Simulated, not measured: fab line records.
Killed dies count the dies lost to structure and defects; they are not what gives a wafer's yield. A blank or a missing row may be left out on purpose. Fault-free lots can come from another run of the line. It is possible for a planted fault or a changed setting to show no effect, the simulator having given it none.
fab line records	flow n5Finfet
record lots=24	wafers=72	lastDay=20
route steps=1938 shown BEOL_M8@1336 BEOL_M9@1419
lots that met no fault: taken from a fault-free run of the same line
startH: the number of hours between the record's first day and the start of the first shown wafer of the lot	waitH: how many hours have passed since the lot's step before this one	" as in the row above	L1.1+2: a row that stands for several wafers	- value missing, or start not given	* or withheld: withheld	< > ~ a bound
route shown NAME@n: names a module that has steps shown in the file, with the first one's number in the route	usual: mean and standard deviation over wafers with no fault	same: alike in all rows	chamber/n: place in a boat	sites: each site's reading	_std_site: their standard deviation	_edge_site: outer sites' mean less inner sites'	radiusMm: for every site, how far away it sits from the centre of the wafer	mask NAME#n: copy n	behind: the most recent tool/chamber to have shaped the wafer	hold: the reason the lot was held/the length of the hold in hours/how it ended	device: the n, p or np transistor that did not switch	end of line: the tests these same wafers got at the end of their route	where a step has no rows: the recipe by itself	killed: dies that structure and defects cost at the first sort, which is not the same as the wafer's yield	map: a wafer's dies, x killed, . not, _ none there
set.NAME: the run value of the setting; set.NAME@STEP: its run value at that earlier step	model.NAME: the simulator's own value behind a step, which no gauge read
one table for each step of the route and one row for each wafer, over a sample of lots
services: when a tool's chamber went out of use (startH, in hours from the record's first day, below 0 if earlier), for how many hours, and the reason
## steps
# step N5_BEOL_M8_HM_DEP_02
# recipe material=TiN	targetThkA=200	tempC=25	chamberPressurePa=0.49996
# usual throttleValvePct=29.8/0.9
lot.wafer	tool	chamber	startH	waitH	throttleValvePct
L076.3	pvdSputter-03	-	244.71	3.1	30.2
L076.4	"	-	"	"	29.2
L076.5	"	-	"	"	29.3
L078.1	pvdSputter-03	-	254.98	2.0	31.4
L078.3	"	-	"	"	30.1
L078.5	"	-	"	"	29.8
L074.2	pvdSputter-03	-	258.70	0.7	30.1
L074.3	"	-	"	"	30.0
L074.4	"	-	"	"	31.1
L077.3	pvdSputter-02	-	263.99	0.1	29.5
L077.4	"	-	"	"	29.9
L077.5	"	-	"	"	28.6
L079.3	pvdSputter-02	-	267.03	2.1	30.0
L079.4	"	-	"	"	29.4
L079.6	"	-	"	"	28.8
L080.2	pvdSputter-02	-	267.13	1.4	28.3
L080.4	"	-	"	"	29.6
L080.6	"	-	"	"	29.4
L075.1	pvdSputter-01	-	268.58	1.0	28.9
L075.4	"	-	"	"	28.8
L075.5	"	-	"	"	31.5
L082.1	pvdSputter-03	-	286.41	1.3	29.3
L082.4	"	-	"	"	29.8
L082.6	"	-	"	"	30.0
L081.2	pvdSputter-02	-	286.60	1.0	29.6
L081.3	"	-	"	"	29.9
L081.5	"	-	"	"	29.6
L083.1	pvdSputter-01	-	290.46	2.1	31.5
L083.2	"	-	"	"	28.7
L083.6	"	-	"	"	28.7
L086.2	pvdSputter-03	-	311.88	1.0	31.4
L086.3	"	-	"	"	29.7
L086.4	"	-	"	"	30.0
L085.1	pvdSputter-02	-	316.99	1.6	29.3
L085.3	"	-	"	"	29.8
L085.6	"	-	"	"	29.6
L084.2	pvdSputter-02	-	317.09	1.6	28.3
L084.4	"	-	"	"	29.7
L084.5	"	-	"	"	29.4
L087.3	pvdSputter-03	-	327.78	1.1	29.2
L087.4	"	-	"	"	31.3
L087.5	"	-	"	"	31.2
L088.3	pvdSputter-03	-	338.74	0.7	29.4
L088.5	"	-	"	"	29.0
L088.6	"	-	"	"	30.3
L089.1	pvdSputter-03	-	339.28	0.9	31.2
L089.3	"	-	"	"	30.0
L089.4	"	-	"	"	29.2
L091.3	pvdSputter-03	-	339.70	0.8	31.5
L091.4	"	-	"	"	29.9
L091.5	"	-	"	"	28.8
L090.1	pvdSputter-03	-	349.79	1.6	29.3
L090.2	"	-	"	"	31.2
L090.6	"	-	"	"	30.0
L094.2	pvdSputter-02	-	350.80	0.1	29.6
L094.3	"	-	"	"	30.0
L094.6	"	-	"	"	29.8
L092.1	pvdSputter-01	-	357.41	1.6	31.5
L092.3	"	-	"	"	28.3
L092.6	"	-	"	"	31.5
L093.3	pvdSputter-03	-	361.22	0.8	30.1
L093.5	"	-	"	"	29.2
L093.6	"	-	"	"	30.1
L096.1	pvdSputter-01	-	383.70	1.0	30.0
L096.2	"	-	"	"	31.7
L096.4	"	-	"	"	28.5
L095.1	pvdSputter-01	-	383.84	0.6	30.0
L095.2	"	-	"	"	28.6
L095.3	"	-	"	"	28.6
L097.3	pvdSputter-01	-	411.80	0.6	28.5
L097.5	"	-	"	"	31.3
L097.6	"	-	"	"	29.8
# step N5_BEOL_M8_OVL_MEAS_12
# recipe pointsPerWafer=44
# usual M8_OVL=0.4/0.65
lot.wafer	tool	chamber	startH	waitH	M8_OVL[nm]
L076.3	overlay-02	0	245.12	0.0	0.4
L076.4	"	0	"	"	0.7
L076.5	"	0	"	"	1.5
L078.1	overlay-01	0	255.50	0.0	0.0
L078.3	"	0	"	"	0.4
L078.5	"	0	"	"	0.3
L074.2	overlay-02	0	259.23	0.0	0.8
L074.3	"	0	"	"	0.7
L074.4	"	0	"	"	0.2
L077.3	overlay-01	0	264.52	0.0	-0.5
L077.4	"	0	"	"	-1.5
L077.5	"	0	"	"	-0.2
L079.3	overlay-01	0	267.44	0.0	1.0
L079.4	"	0	"	"	0.7
L079.6	"	0	"	"	0.5
L080.2	overlay-02	0	267.66	0.0	-0.3
L080.4	"	0	"	"	-0.1
L080.6	"	0	"	"	0.4
L075.1	overlay-01	0	268.98	0.0	-1.7
L075.4	"	0	"	"	-0.6
L075.5	"	0	"	"	-0.2
L082.1	overlay-01	0	286.94	0.0	0.4
L082.4	"	0	"	"	1.0
L082.6	"	0	"	"	0.3
L081.2	overlay-02	0	287.13	0.0	0.6
L081.3	"	0	"	"	1.2
L081.5	"	0	"	"	1.0
L083.1	overlay-02	0	290.86	0.0	0.9
L083.2	"	0	"	"	0.7
L083.6	"	0	"	"	0.5
L086.2	overlay-02	0	312.41	0.0	0.2
L086.3	"	0	"	"	-0.4
L086.4	"	0	"	"	0.5
L085.1	overlay-02	0	317.39	0.0	0.4
L085.3	"	0	"	"	0.8
L085.6	"	0	"	"	1.5
L084.2	overlay-02	0	317.61	0.0	-0.9
L084.4	"	0	"	"	-0.4
L084.5	"	0	"	"	0.2
L087.3	overlay-01	0	328.18	0.0	2.1
L087.4	"	0	"	"	0.5
L087.5	"	0	"	"	0.9
L088.3	overlay-02	0	339.27	0.0	1.0
L088.5	"	0	"	"	0.1
L088.6	"	0	"	"	1.0
L089.1	overlay-02	0	339.81	0.0	1.2
L089.3	"	0	"	"	0.8
L089.4	"	0	"	"	0.7
L091.3	overlay-01	0	340.25	0.0	0.3
L091.4	"	0	"	"	0.5
L091.5	"	0	"	"	-0.4
L090.1	overlay-02	0	350.32	0.0	0.4
L090.2	"	0	"	"	0.2
L090.6	"	0	"	"	-0.4
L094.2	overlay-02	0	351.21	0.0	0.2
L094.3	"	0	"	"	-0.6
L094.6	"	0	"	"	0.1
L092.1	overlay-01	0	357.81	0.0	0.9
L092.3	"	0	"	"	1.5
L092.6	"	0	"	"	1.1
L093.3	overlay-02	0	361.75	0.0	0.2
L093.5	"	0	"	"	0.1
L093.6	"	0	"	"	-0.2
L096.1	overlay-02	0	384.23	0.0	-0.5
L096.2	"	0	"	"	0.7
L096.4	"	0	"	"	0.4
L095.1	overlay-02	0	384.39	0.0	-0.1
L095.2	"	0	"	"	0.1
L095.3	"	0	"	"	-0.6
L097.3	overlay-02	0	412.39	0.0	0.9
L097.5	"	0	"	"	0.6
L097.6	"	0	"	"	0.2
# step N5_BEOL_M8_DESCUM_33
# recipe chemistry=O2	timeS=7	sourcePowerW=50	biasPowerW=20	pressureMtorr=20	rfFrequencyHz=2.712e+07	tempC=40	resist=CAR-EUV	o2FlowSccm=225
# usual drypumpMotorCurrentA=5.8/0.54	oesProductAu=0.81/0.11	rfVppV=243.4/1.4	showerheadPlenumPTorr=2.11/0.083	tempC=39.98/0.11	throttleValvePct=20.4/0.33
lot.wafer	tool	chamber	startH	waitH	drypumpMotorCurrentA	oesProductAu	rfHoursCounterH	rfVppV	showerheadPlenumPTorr	tempC	throttleValvePct
L076.3	rieDiel-03	1	247.61	0.0	5.9	0.74	184	244.8	2.19	40.04	21.0
L076.4	"	2	"	"	5.6	0.71	-	241.1	1.99	40.06	20.4
L076.5	"	0	"	"	4.9	0.90	-	241.6	2.05	39.85	20.1
L078.1	rieDiel-02	2	257.89	0.0	5.2	0.97	7	242.4	2.05	39.95	20.2
L078.3	"	1	"	"	5.5	0.70	241	240.7	2.07	39.71	20.9
L078.5	"	3	"	"	6.4	0.70	-	241.0	1.99	39.92	20.2
L074.2	rieDiel-03	1	260.89	0.0	5.9	0.74	192	244.0	2.18	39.88	21.0
L074.3	"	2	"	"	5.7	0.70	205	242.1	1.98	40.06	20.4
L074.4	"	1	"	"	6.0	0.74	-	244.5	2.18	39.99	21.0
L077.3	rieDiel-06	1	266.59	0.0	5.2	0.67	223	242.7	2.18	39.98	20.6
L077.4	"	2	"	"	6.2	0.67	245	243.5	2.17	39.99	20.6
L077.5	"	2	"	"	6.2	0.66	-	242.7	2.17	39.95	20.6
L079.3	rieDiel-02	1	268.59	0.0	5.5	0.69	245	242.6	2.07	39.97	20.9
L079.4	"	3	"	"	6.3	0.70	215	242.7	1.99	39.98	20.2
L079.6	"	1	"	"	5.5	0.69	-	242.5	2.07	39.87	20.9
L080.2	rieDiel-06	0	268.99	0.0	5.9	0.71	216	245.0	2.14	40.13	20.5
L080.4	"	2	"	"	6.1	0.67	-	243.5	2.17	40.05	20.6
L080.6	"	0	"	"	5.9	0.71	-	243.3	2.14	40.18	20.5
L075.1	rieDiel-03	2	273.51	0.5	5.6	0.70	211	242.7	1.98	40.04	20.4
L075.4	"	0	"	"	4.8	0.87	35	244.0	2.05	39.90	20.1
L075.5	"	0	"	"	4.8	0.88	-	242.4	2.05	40.09	20.1
L081.2	rieDiel-03	0	289.81	0.1	4.9	0.86	40	242.6	2.05	39.91	20.1
L081.3	"	1	"	"	5.9	0.74	203	244.8	2.18	40.19	21.0
L081.5	"	3	"	"	6.1	0.98	-	245.0	2.23	40.14	20.1
L082.1	rieDiel-03	2	290.21	0.2	5.6	0.70	217	242.7	1.98	40.11	20.4
L082.4	"	0	"	"	4.9	0.87	40	243.4	2.05	39.95	20.1
L082.6	"	0	"	"	4.9	0.87	-	241.7	2.05	39.91	20.1
L083.1	rieDiel-03	3	291.98	0.0	6.1	0.98	7	246.7	2.23	39.87	20.1
L083.2	"	2	"	"	5.7	0.69	218	241.6	1.98	39.77	20.4
L083.6	"	2	"	"	5.7	0.70	-	241.7	1.98	39.71	20.4
L086.2	rieDiel-06	0	316.18	0.0	5.9	0.70	238	245.0	2.13	39.94	20.5
L086.3	"	2	"	"	6.2	0.95	3	243.6	2.16	39.86	20.4
L086.4	"	3	"	"	6.8	0.94	12	243.6	2.13	40.12	20.0
L085.1	rieDiel-06	1	324.32	0.0	5.2	0.66	247	244.8	2.17	39.93	20.6
L085.3	"	0	"	"	5.9	0.70	239	244.5	2.13	40.00	20.5
L085.6	"	2	"	"	6.2	0.96	-	242.7	2.16	39.90	20.4
L084.2	rieDiel-03	3	324.46	0.1	6.2	0.94	19	245.9	2.23	39.94	20.1
L084.4	"	0	"	"	4.9	0.85	52	243.0	2.04	39.92	20.1
L084.5	"	0	"	"	4.9	0.85	-	242.7	2.04	40.06	20.1
L087.3	rieDiel-06	0	329.39	0.0	5.9	0.70	240	243.5	2.13	39.95	20.5
L087.4	"	2	"	"	6.1	0.95	6	244.8	2.16	40.14	20.4
L087.5	"	1	"	"	5.2	0.66	-	243.9	2.17	40.07	20.6
L088.3	rieDiel-03	1	341.37	0.0	5.9	0.72	219	244.7	2.17	39.88	21.1
L088.5	"	2	"	"	5.6	0.68	-	242.2	1.97	40.03	20.4
L088.6	"	3	"	"	6.1	0.92	-	246.5	2.23	39.97	20.1
L089.1	rieDiel-02	0	341.44	0.1	6.1	0.84	76	243.9	2.22	39.89	20.0
L089.3	"	1	"	"	5.5	0.92	18	242.2	2.06	40.02	20.6
L089.4	"	2	"	"	5.2	0.89	37	242.0	2.04	40.04	20.2
L091.3	rieDiel-03	3	343.01	0.3	6.1	0.94	25	245.5	2.23	39.97	20.1
L091.4	"	3	"	"	6.1	0.93	-	244.0	2.23	39.81	20.1
L091.5	"	0	"	"	4.9	0.85	-	242.5	2.04	40.06	20.2
L094.2	rieDiel-02	1	353.02	0.0	5.5	0.90	21	241.8	2.06	39.83	20.7
L094.3	"	3	"	"	6.4	0.68	246	242.1	1.98	39.85	20.2
L094.6	"	1	"	"	5.5	0.90	-	245.1	2.06	39.91	20.7
L090.1	rieDiel-06	2	353.12	0.1	6.3	0.92	16	244.4	2.16	40.11	20.4
L090.2	"	3	"	"	6.8	0.91	25	244.0	2.12	40.08	20.0
L090.6	"	2	"	"	6.2	0.91	-	244.0	2.16	40.02	20.4
L092.1	rieDiel-03	3	360.56	0.4	6.1	0.92	30	243.1	2.23	40.12	20.1
L092.3	"	1	"	"	5.9	0.72	226	244.6	2.17	40.08	21.1
L092.6	"	2	"	"	5.6	0.68	-	242.1	1.97	39.80	20.4
L093.3	rieDiel-03	0	365.09	0.0	4.9	0.84	66	241.8	2.04	39.89	20.2
L093.5	"	0	"	"	4.9	0.83	-	241.6	2.04	39.81	20.2
L093.6	"	3	"	"	6.1	0.92	-	245.3	2.22	40.12	20.1
L096.1	rieDiel-06	3	387.54	0.4	6.8	0.87	43	244.2	2.11	39.92	20.0
L096.2	"	1	"	"	5.2	0.92	12	243.2	2.16	40.00	20.4
L096.4	"	1	"	"	5.2	0.91	-	242.5	2.16	40.06	20.4
L095.1	rieDiel-03	1	388.08	0.8	5.9	0.71	237	242.2	2.17	40.07	21.1
L095.2	"	3	"	"	6.1	0.89	41	245.1	2.22	40.00	20.1
L095.3	"	0	"	"	4.9	0.82	74	243.2	2.04	40.03	20.2
L097.3	rieDiel-06	3	414.43	0.0	6.8	0.86	-	243.5	2.11	39.91	20.0
L097.5	"	3	"	"	6.7	0.86	-	243.3	2.11	39.84	20.0
L097.6	"	2	"	"	6.1	0.87	-	243.2	2.15	39.99	20.4
# step N5_BEOL_M8_CURE_75
# recipe tempC=370	timeS=120	ambient=DMADMS/He	material=SiCOH_lowk
# usual lampPowerPct=52.31/0.048	wafer_temp_C_max=371.7/0.57
lot.wafer	tool	chamber	startH	waitH	lampPowerPct	wafer_temp_C_max
L076.3	uvCure-02	2	248.33	0.1	52.36	371.6
L076.4	"	2	"	"	52.30	371.4
L076.5	"	2	"	"	52.39	371.2
L078.1	uvCure-03	2	258.52	0.0	52.21	371.9
L078.3	"	2	"	"	52.26	372.0
L078.5	"	2	"	"	52.23	371.6
L074.2	uvCure-01	0	261.56	0.1	52.31	371.3
L074.3	"	0	"	"	52.34	371.0
L074.4	"	0	"	"	52.36	371.2
L077.3	uvCure-03	1	267.62	0.4	52.31	371.6
L077.4	"	1	"	"	52.21	372.2
L077.5	"	1	"	"	52.21	372.1
L079.3	uvCure-03	1	269.32	0.1	52.28	371.6
L079.4	"	1	"	"	52.29	372.5
L079.6	"	1	"	"	52.25	372.0
L080.2	uvCure-03	2	269.67	0.1	52.35	370.5
L080.4	"	2	"	"	52.30	370.9
L080.6	"	2	"	"	52.26	371.4
L075.1	uvCure-02	1	274.19	0.1	52.24	372.7
L075.4	"	1	"	"	52.29	372.5
L075.5	"	1	"	"	52.33	372.6
L081.2	uvCure-03	1	290.48	0.1	52.31	372.2
L081.3	"	1	"	"	52.28	371.5
L081.5	"	1	"	"	52.31	372.1
L082.1	uvCure-03	1	290.83	0.0	52.28	371.7
L082.4	"	1	"	"	52.39	372.4
L082.6	"	1	"	"	52.34	371.8
L083.1	uvCure-03	0	292.61	0.0	52.38	371.4
L083.2	"	0	"	"	52.35	371.5
L083.6	"	0	"	"	52.41	372.2
L086.2	uvCure-03	2	316.85	0.1	52.36	371.7
L086.3	"	2	"	"	52.24	371.6
L086.4	"	2	"	"	52.22	371.8
L085.1	uvCure-01	0	324.98	0.1	52.35	371.4
L085.3	"	0	"	"	52.31	371.4
L085.6	"	0	"	"	52.34	371.6
L084.2	uvCure-01	0	325.33	0.3	52.25	371.1
L084.4	"	0	"	"	52.15	371.4
L084.5	"	0	"	"	52.28	371.5
L087.3	uvCure-02	0	330.12	0.1	52.24	371.5
L087.4	"	0	"	"	52.31	371.5
L087.5	"	0	"	"	52.32	371.7
L089.1	uvCure-03	2	342.06	0.0	52.37	371.9
L089.3	"	2	"	"	52.34	371.5
L089.4	"	2	"	"	52.32	371.5
L088.3	uvCure-02	1	342.10	0.1	52.31	372.3
L088.5	"	1	"	"	52.31	373.2
L088.6	"	1	"	"	52.31	373.2
L091.3	uvCure-03	2	343.73	0.1	52.26	371.0
L091.4	"	2	"	"	52.31	372.4
L091.5	"	2	"	"	52.25	371.0
L094.2	uvCure-02	0	354.27	0.6	52.26	371.1
L094.3	"	0	"	"	52.21	372.0
L094.6	"	0	"	"	52.29	371.6
L090.1	uvCure-02	1	354.52	0.8	52.37	372.4
L090.2	"	1	"	"	52.30	372.7
L090.6	"	1	"	"	52.38	372.7
L092.1	uvCure-02	0	361.19	0.0	52.27	371.9
L092.3	"	0	"	"	52.28	371.2
L092.6	"	0	"	"	52.34	372.1
L093.3	uvCure-01	2	365.81	0.1	52.30	371.3
L093.5	"	2	"	"	52.32	371.4
L093.6	"	2	"	"	52.34	371.2
L096.1	uvCure-03	2	388.16	0.0	52.35	371.8
L096.2	"	2	"	"	52.34	372.0
L096.4	"	2	"	"	52.30	371.6
L095.1	uvCure-01	0	388.71	0.0	52.27	371.4
L095.2	"	0	"	"	52.31	371.3
L095.3	"	0	"	"	52.35	371.5
L097.3	uvCure-01	1	416.04	0.8	52.37	370.9
L097.5	"	1	"	"	52.31	371.5
L097.6	"	1	"	"	52.35	371.1
# step N5_BEOL_M8_PRE_CLEAN_45
# recipe gas=H2/He	timeS=30	tempC=250
# usual heaterPowerW=335/46
lot.wafer	tool	chamber	startH	waitH	heaterPowerW
L076.3	pvdSputter-01	-	248.60	0.0	326
L076.4	"	-	"	"	306
L076.5	"	-	"	"	317
L078.1	pvdSputter-02	-	258.92	0.0	428
L078.3	"	-	"	"	323
L078.5	"	-	"	"	360
L074.2	pvdSputter-02	-	261.95	0.0	431
L074.3	"	-	"	"	295
L074.4	"	-	"	"	323
L077.3	pvdSputter-02	-	267.95	0.0	441
L077.4	"	-	"	"	311
L077.5	"	-	"	"	296
L079.3	pvdSputter-01	-	269.90	0.0	347
L079.4	"	-	"	"	326
L079.6	"	-	"	"	352
L080.2	pvdSputter-02	-	270.01	0.0	439
L080.4	"	-	"	"	352
L080.6	"	-	"	"	300
L075.1	pvdSputter-03	-	274.90	0.0	280
L075.4	"	-	"	"	313
L075.5	"	-	"	"	340
L081.2	pvdSputter-03	-	291.09	0.0	339
L081.3	"	-	"	"	285
L081.5	"	-	"	"	310
L082.1	pvdSputter-01	-	291.34	0.0	361
L082.4	"	-	"	"	289
L082.6	"	-	"	"	311
L083.1	pvdSputter-03	-	293.42	0.0	342
L083.2	"	-	"	"	278
L083.6	"	-	"	"	417
L086.2	pvdSputter-02	-	317.55	0.0	435
L086.3	"	-	"	"	298
L086.4	"	-	"	"	321
L085.1	pvdSputter-01	-	325.46	0.0	329
L085.3	"	-	"	"	289
L085.6	"	-	"	"	290
L084.2	pvdSputter-02	-	325.68	0.0	307
L084.4	"	-	"	"	348
L084.5	"	-	"	"	300
L087.3	pvdSputter-03	-	330.62	0.0	279
L087.4	"	-	"	"	428
L087.5	"	-	"	"	281
L088.3	pvdSputter-03	-	342.80	0.0	437
L088.5	"	-	"	"	314
L088.6	"	-	"	"	331
L089.1	pvdSputter-03	-	342.88	0.0	337
L089.3	"	-	"	"	329
L089.4	"	-	"	"	432
L091.3	pvdSputter-01	-	344.11	0.0	350
L091.4	"	-	"	"	289
L091.5	"	-	"	"	352
L094.2	pvdSputter-03	-	354.58	0.0	323
L094.3	"	-	"	"	352
L094.6	"	-	"	"	427
L090.1	pvdSputter-03	-	354.88	0.0	284
L090.2	"	-	"	"	331
L090.6	"	-	"	"	327
L092.1	pvdSputter-01	-	361.55	0.0	319
L092.3	"	-	"	"	286
L092.6	"	-	"	"	321
L093.3	pvdSputter-01	-	366.31	0.0	348
L093.5	"	-	"	"	358
L093.6	"	-	"	"	301
L096.1	pvdSputter-01	-	388.90	0.0	287
L096.2	"	-	"	"	322
L096.4	"	-	"	"	324
L095.1	pvdSputter-03	-	389.51	0.0	345
L095.2	"	-	"	"	318
L095.3	"	-	"	"	424
L097.3	pvdSputter-02	-	416.30	0.0	368
L097.5	"	-	"	"	355
L097.6	"	-	"	"	323
# step N5_BEOL_M9_ETCH_62
# recipe chemistry=N2/H2	target=SOC	targetDepthA=1100	overetchA=220	maskMaterial=SiARC	tempC=40	timeS=165	ionEnergyEv=200	pressureMtorr=30	sourceW=840	biasW=150	n2FlowSccm=200	h2FlowSccm=200
# usual drypumpMotorCurrentA=5.7/0.47	oesProductAu=0.67/0.066	rfVppV=523.5/2.5	showerheadPlenumPTorr=2.53/0.097	tempC=39.99/0.12	throttleValvePct=17.89/0.19
lot.wafer	tool	chamber	startH	waitH	drypumpMotorCurrentA	oesProductAu	rfHoursCounterH	rfVppV	showerheadPlenumPTorr	tempC	throttleValvePct
L076.3	rieDiel-01	2	252.60	0.0	5.1	0.69	69	525.0	2.59	39.88	17.72
L076.4	"	0	"	"	6.1	0.78	8	525.9	2.62	39.97	17.99
L076.5	"	0	"	"	6.1	0.77	-	525.5	2.62	40.15	18.00
L078.1	rieDiel-01	1	262.60	0.0	6.1	0.59	225	526.5	2.61	39.79	17.86
L078.3	"	0	"	"	6.1	0.77	11	526.3	2.62	39.98	18.00
L078.5	"	1	"	"	6.1	0.59	-	524.6	2.61	39.91	17.87
L074.2	rieDiel-05	0	267.30	0.0	4.7	0.59	222	525.5	2.64	39.98	18.12
L074.3	"	2	"	"	5.6	0.63	167	520.5	2.41	39.95	17.72
L074.4	"	1	"	"	5.9	0.71	-	528.1	2.68	39.71	18.15
L077.3	rieDiel-01	3	271.44	0.0	6.4	0.72	57	522.3	2.46	39.95	17.68
L077.4	"	0	"	"	6.1	0.77	-	526.3	2.62	40.08	18.01
L077.5	"	1	"	"	6.2	0.58	-	526.9	2.61	39.92	17.87
L079.3	rieDiel-01	3	274.38	0.0	6.3	0.73	57	522.6	2.46	40.20	17.69
L079.4	"	3	"	"	6.3	0.72	-	522.6	2.46	40.06	17.69
L079.6	"	0	"	"	6.1	0.76	-	526.9	2.62	40.06	18.02
L080.2	rieDiel-05	3	275.14	0.0	5.0	0.70	65	520.7	2.46	40.05	17.75
L080.4	"	1	"	"	5.9	0.71	82	527.8	2.68	40.02	18.13
L080.6	"	2	"	"	5.5	0.62	-	520.8	2.41	39.87	17.73
L075.1	rieDiel-01	3	279.14	0.0	6.3	0.72	59	521.9	2.46	40.01	17.72
L075.4	"	1	"	"	6.2	0.58	231	525.4	2.61	39.92	17.87
L075.5	"	1	"	"	6.2	0.58	-	526.1	2.61	39.87	17.87
L081.2	rieDiel-05	3	294.18	0.0	5.0	0.70	71	520.2	2.46	39.86	17.74
L081.3	"	1	"	"	5.9	0.70	87	526.6	2.68	39.89	18.16
L081.5	"	2	"	"	5.5	0.63	-	519.5	2.41	39.82	17.73
L082.1	rieDiel-04	3	296.21	0.0	5.8	0.59	253	522.6	2.51	40.07	18.24
L082.4	"	3	"	"	5.9	0.59	-	522.0	2.51	39.98	18.23
L082.6	"	2	"	"	5.5	0.63	-	519.1	2.42	39.95	17.62
L083.1	rieDiel-04	2	297.02	0.0	5.5	0.63	168	521.8	2.42	40.12	17.60
L083.2	"	1	"	"	5.8	0.68	97	523.1	2.46	39.83	17.94
L083.6	"	3	"	"	5.8	0.59	-	522.5	2.51	39.96	18.23
L086.2	rieDiel-01	0	325.23	0.0	6.1	0.73	31	526.0	2.61	40.22	18.03
L086.3	"	3	"	"	6.4	0.71	73	522.5	2.46	40.26	17.74
L086.4	"	2	"	"	5.1	0.68	84	524.1	2.58	40.22	17.75
L085.1	rieDiel-05	3	329.11	0.0	5.0	0.70	81	521.2	2.46	39.96	17.76
L085.3	"	2	"	"	5.5	0.62	185	520.4	2.41	40.02	17.74
L085.6	"	1	"	"	5.9	0.70	-	527.3	2.67	39.94	18.18
L084.2	rieDiel-05	0	330.99	0.0	4.7	0.58	241	525.9	2.63	40.03	18.14
L084.4	"	1	"	"	5.9	0.70	97	527.1	2.67	39.95	18.17
L084.5	"	2	"	"	5.5	0.62	-	522.3	2.41	39.93	17.72
L087.3	rieDiel-05	2	335.50	0.0	5.5	0.61	186	521.0	2.41	40.08	17.74
L087.4	"	3	"	"	5.0	0.70	83	522.1	2.46	39.94	17.77
L087.5	"	0	"	"	4.7	0.59	-	526.6	2.63	39.94	18.15
L088.3	rieDiel-05	2	347.12	0.0	5.5	0.61	190	519.6	2.41	39.98	17.76
L088.5	"	2	"	"	5.5	0.61	-	519.3	2.40	40.02	17.76
L088.6	"	3	"	"	5.0	0.68	-	520.3	2.45	39.95	17.79
L089.1	rieDiel-04	1	347.27	0.0	5.7	0.67	115	521.0	2.45	40.05	17.96
L089.3	"	2	"	"	5.5	0.62	185	520.6	2.41	39.87	17.62
L089.4	"	3	"	"	5.8	0.80	7	522.3	2.51	40.06	17.85
L091.3	rieDiel-05	3	350.50	0.0	5.0	0.68	87	520.7	2.45	40.17	17.78
L091.4	"	2	"	"	5.5	0.61	191	520.4	2.40	40.02	17.76
L091.5	"	2	"	"	5.5	0.60	-	520.2	2.40	39.79	17.77
L094.2	rieDiel-04	2	358.52	0.0	5.5	0.62	188	519.5	2.41	39.97	17.63
L094.3	"	3	"	"	5.8	0.79	10	524.3	2.50	40.00	17.85
L094.6	"	3	"	"	5.8	0.79	-	523.6	2.50	40.08	17.87
L090.1	rieDiel-04	0	361.02	0.0	5.8	0.77	22	522.1	2.50	40.11	17.87
L090.2	"	3	"	"	5.9	0.80	11	523.5	2.50	40.10	17.84
L090.6	"	0	"	"	5.8	0.76	-	523.2	2.50	39.99	17.84
L092.1	rieDiel-05	1	367.05	0.0	5.9	0.68	108	527.2	2.67	40.28	18.20
L092.3	"	2	"	"	5.5	0.61	196	520.3	2.40	39.86	17.75
L092.6	"	1	"	"	5.9	0.69	-	526.4	2.67	39.95	18.17
L093.3	rieDiel-05	2	370.56	0.0	5.5	0.61	198	520.9	2.40	40.03	17.76
L093.5	"	2	"	"	5.5	0.61	-	520.2	2.40	39.98	17.77
L093.6	"	3	"	"	5.0	0.67	-	522.6	2.45	39.94	17.79
L096.1	rieDiel-01	3	394.20	0.0	6.3	0.69	98	521.6	2.45	39.99	17.78
L096.2	"	1	"	"	6.2	0.79	11	525.3	2.60	40.05	17.45
L096.4	"	2	"	"	5.1	0.66	108	524.2	2.57	39.96	17.78
L095.1	rieDiel-05	1	395.99	0.0	5.9	0.68	121	528.2	2.66	40.07	18.20
L095.2	"	2	"	"	5.5	0.60	208	521.1	2.40	39.88	17.78
L095.3	"	3	"	"	5.0	0.67	97	522.4	2.45	39.97	17.82
L097.3	rieDiel-04	3	420.77	0.0	5.9	0.76	30	521.0	2.50	39.97	17.91
L097.5	"	2	"	"	5.5	0.61	-	520.9	2.41	40.01	17.64
L097.6	"	1	"	"	5.7	0.65	-	521.9	2.44	40.10	18.01
## services
tool	chamber	startH	hours	kind
rieDiel-04	2	222.58	4.9	repair
rieDiel-05	-	223.92	0.2	repair
rieDiel-03	2	232.24	9.5	repair
uvCure-01	-	234.58	2.4	repair
rieDiel-06	-	234.94	0.5	repair
rieDiel-01	-	240.37	5.9	repair
rieDiel-03	3	245.80	5.4	repair
rieDiel-01	2	252.91	26.0	repair
rieDiel-01	-	253.32	6.4	repair
uvCure-01	-	269.51	7.6	repair
uvCure-03	-	271.16	7.7	repair
uvCure-01	-	284.05	2.1	pm
uvCure-02	-	290.74	1.0	pm
uvCure-02	-	298.68	10.4	repair
rieDiel-01	0	301.70	3.2	repair
pvdSputter-01	-	376.86	2.8	repair
rieDiel-01	0	378.42	9.6	repair
rieDiel-05	3	378.97	14.3	repair
rieDiel-05	0	379.15	1.6	repair
rieDiel-06	0	391.80	48.8	repair
uvCure-03	-	402.53	2.1	pm
rieDiel-06	1	404.37	14.4	repair
uvCure-02	-	404.77	9.8	repair
uvCure-02	-	414.58	2.1	pm
## key
fault none
